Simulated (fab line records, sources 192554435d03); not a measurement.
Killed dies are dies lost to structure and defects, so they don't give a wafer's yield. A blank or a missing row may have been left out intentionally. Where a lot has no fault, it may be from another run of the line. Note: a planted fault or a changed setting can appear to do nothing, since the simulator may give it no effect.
Struck lot and sound lot, side by side :: flow n5-finfet :: 16 steps out of a route of 1938
Sound: the wafers L999.1, L999.2, L999.6. Wafers struck: L113.1, L113.2, L113.3. The cause is named last.
Each step with rows lists, per side, the tool, then ch with its chambers, then its first start. Under that, the readings that differ: sound wafers :: struck wafers :: difference of the means :: sigmas: that difference in standard deviations of wafers without a fault.
alike: words and numbers the same on both sides, and readings whose means are apart by under 2 such deviations; not compared: readings that were withheld, readings missing a value for some wafer, numbers with overlapping values and no deviation given by the record, and bounds like >300 which may hide the same value.
The two part at a step that has a row with sigmas, a row that says differs or no value, or rows on one side only. Numbers that have no deviation but don't overlap get no sigmas and don't part them. A reading that every wafer of one side lacks parts them only if that side has two wafers or more.

N5_HKMG_FIN_ETCH_86: etches SOC in N2/H2, stops on TiN, target depth 393.2 nm.
  sound on rie-diel-05 ch 0,1,3, day 4 13:53; struck on rie-diel-02 ch 1,2,3, day 8 01:21
  alike: drypump-motor-current-A, oes-product-au, rf-vpp-V, showerhead-plenum-p-Torr, throttle-valve-pct
  not compared: rf-hours-counter-h
then, 2 steps without rows for these wafers: N5_HKMG_FIN_STRIP_89 (strips SOC in N2/H2, time 20 s); N5_HKMG_FIN_WET_ETCH_87 (etches TiN in SC1, time 154.2 s, target depth 4.7 nm, rinse time 30 s).
N5_HKMG_FIN_STRIP_88: strips in N2/H2, time 360 s.
  sound on plasma-asher-01 ch 0,1, day 4 14:08; struck on plasma-asher-01 ch 0,1, day 8 01:36
  alike: drypump-motor-current-A, heater-power-w
  not compared: rf-hours-counter-h
N5_HKMG_FIN_NWFM_ALD_20: deposits TiAlC, target thk 2 nm, pulse time 3 s, purge time 2 s.
  sound on ald-metal-01 ch 1,2,3, day 4 14:31; struck on ald-metal-04 ch 0,1,2, day 8 01:59
  alike: chamber-pressure-Torr, heater-power-w, precursor-pulse-height-rel, susceptor-temp-C
N5_HKMG_FIN_ALD_71: deposits TiN, target thk 1 nm, pulse time 1 s, purge time 3 s.
  sound on ald-metal-01 ch 1,2,3, day 4 14:37; struck on ald-metal-04 ch 0,1,2, day 8 02:05
  alike: chamber-pressure-Torr, heater-power-w, precursor-pulse-height-rel, susceptor-temp-C
then, 4 steps without rows for these wafers: N5_HKMG_FIN_COAT_66 (time 60 s, resist thk 300 nm); N5_HKMG_FIN_ETCH_67 (etches SOC in N2/H2, stops on TiN, target depth 388.9 nm); N5_HKMG_FIN_STRIP_90 (strips SOC in N2/H2, time 20 s); N5_HKMG_FIN_WET_ETCH_73 (etches the open film in SC1, time 42.3 s, target depth 1.3 nm, rinse time 30 s).
N5_HKMG_FIN_ETCHBACK_68: etches the open film in Cl2/Ar, stops on HfO2, target depth 0.5 nm.
  sound on rie-metal-03 ch 0,1, day 4 15:11; struck on rie-metal-01 ch 0,1, day 8 02:38
  alike: drypump-motor-current-A, he-backside-leak-sccm, oes-product-au, throttle-valve-pct
  not compared: rf-hours-counter-h
then, 1 step without rows for these wafers: N5_HKMG_FIN_STRIP_69 (strips in N2/H2, time 360 s).
N5_HKMG_FIN_ALD_21: deposits TiN, target thk 1.5 nm, pulse time 1 s, purge time 3 s.
  sound on ald-metal-01 ch 1,2, day 4 15:43; struck on ald-metal-03 ch 0,2,3, day 8 03:10
reading: susceptor-temp-C (C)
sound: 400.10 400.04 400.25
struck: 370.21 370.00 369.48
difference: -30.23
sigmas: -99 or more
  alike: chamber-pressure-Torr, heater-power-w, precursor-pulse-height-rel
then, 1 step without rows for these wafers: N5_HKMG_FIN_ALD_72 (deposits W, target thk 2 nm, pulse time 1 s, purge time 2 s).
-- record jumps: 5 days separate the struck wafers' starts on either side; left off in module HKMG_FIN, taken up again in module BEOL_M4, whose first shown step is the route's number 1111 --
N5_BEOL_M4_RC_MEAS_101:
  sound on prober-01 ch 0, day 8 02:45; struck on prober-01 ch 0, day 12 22:23
  alike: DIBL_N, DIBL_P, IOFF_N, IOFF_P, ION_N, ION_P, SS_N, SS_P, VT_N, VT_P
-- here the record skips 4 days between the struck wafers' starts before and after, leaving off in module BEOL_M4 and picking up in module PASSIVATION (first step shown: number 1936 of the route) --
N5_PASSIVATION_PROBE_49:
  sound on prober-01 at day 12 18:02; struck on prober-02 at day 17 04:38
reading: killed-at-contacts
sound: 8 6 5
struck: 21 34 14
difference: +17
sigmas: +3
  alike: defect-limited-yield, killed_at_M0_to_M3, killed_at_M4_up, killed-at-front-end, killed-at-other, killed-dies, killed-open, killed-short, sort_bin_5_function, sort_bin_6_memory, sort_bin_8_speed, sort-n-pass, sort-yield-pct

## WHERE THEY PART
At N5_HKMG_FIN_ALD_21 first; at N5_PASSIVATION_PROBE_49 last (within this record only).

WHY: what had been put in by the simulator
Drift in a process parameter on ald-metal-03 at N5_HKMG_FIN_ALD_21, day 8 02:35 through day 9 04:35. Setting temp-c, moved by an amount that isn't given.
